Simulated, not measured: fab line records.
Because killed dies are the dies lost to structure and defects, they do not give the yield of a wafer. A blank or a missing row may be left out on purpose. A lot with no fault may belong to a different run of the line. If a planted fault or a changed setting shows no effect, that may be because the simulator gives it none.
A lot that was struck, set against a sound lot | flow nand harc | 13 steps out of a route of 1302
Sound: wafers L794.2, L794.3, L794.4. Struck: wafer L809.5; the same lot's L809.2 was not struck, so it is left out; see the end for the cause.
For every step that has rows: the tool of each side, followed by ch and its chambers, followed by its first start. Under that, the readings that differ: sound wafers | struck wafers | difference of the means | sigmas: that difference in standard deviations of wafers without a fault.
alike: same words and numbers on both sides, and readings whose means sit less than 2 such deviations apart. not compared: any withheld reading, any reading some wafer has no value for, any bound like >300 that may hide the same value, and any number with overlapping values for which the record gives no deviation.
Wherever a step has rows on one side only, a row that says differs or no value, or a row with sigmas, the two part there. Numbers that have no deviation but don't overlap get no sigmas and don't part them. Lack of a reading on every wafer of one side parts them only where that side has two or more wafers.

first, 1 step without rows for these wafers: NHARC_A_CONTACT_STRIP_27 (strips in post etch residue remover, time 600 s).
NHARC_A_CONTACT_ALD_18: deposits TiN, target thk 3 nm, pulse time 1 s, ald cycles 150.
  sound on ald metal-01 ch 1,2,3, day 24 21:58; struck on ald metal-01 ch 3, day 31 09:22
  alike: heater power w, precursor pulse height rel
NHARC_A_CONTACT_CVD_19: deposits W, target thk 300 nm, time 802 s.
  sound: cvd w-02 ch 0,1; struck: cvd w-02 ch 0
  alike: heater power w, throttle valve pct
NHARC_A_CONTACT_CMP_20: polishes, t overpolish 30 s, target thk 300 nm.
  sound on cmp-04 ch 0,2,3, day 24 23:03; struck on cmp-04 ch 1, day 31 10:31
  alike: motor current A, overpolish run s, slurry filter dp kPa, time to endpoint s
next, for these wafers, 1 step has no rows: NHARC_A_CONTACT_SRD_22.
NHARC_A_CONTACT_INSPECT_23:
  sound on defect inspect-02 at day 24 23:27; struck on defect inspect-02 at day 31 10:53
  alike: raw defect count
then, 5 steps without rows for these wafers: NHARC_A_BLC_DEHYDRATE_00 (time 120 s); NHARC_A_BLC_HMDS_01 (time 30 s); NHARC_A_BLC_COAT_02 (time 75 s); NHARC_A_BLC_COAT_03 (time 65 s); NHARC_A_BLC_COAT_04 (resist thk 90 nm).
NHARC_A_BLC_SOFTBAKE_05: time 55 s.
  sound on litho track-01 ch 0, day 24 23:00; struck on litho track-01 ch 0, day 31 10:00
  reading                  | sound                | struck | difference | sigmas
  heater power total W (W) | 188.37 188.76 188.44 | 219.16 | +30.64     | +99 or more
next, for these wafers, 1 step has no rows: NHARC_A_BLC_EBR_06.

== WHERE THEY PART ==
Only at NHARC_A_BLC_SOFTBAKE_05, as far as this record shows.

WHY: what had been put in by the simulator
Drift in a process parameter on litho track-01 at NHARC_A_BLC_SOFTBAKE_05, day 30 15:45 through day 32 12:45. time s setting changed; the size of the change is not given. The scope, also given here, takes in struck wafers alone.
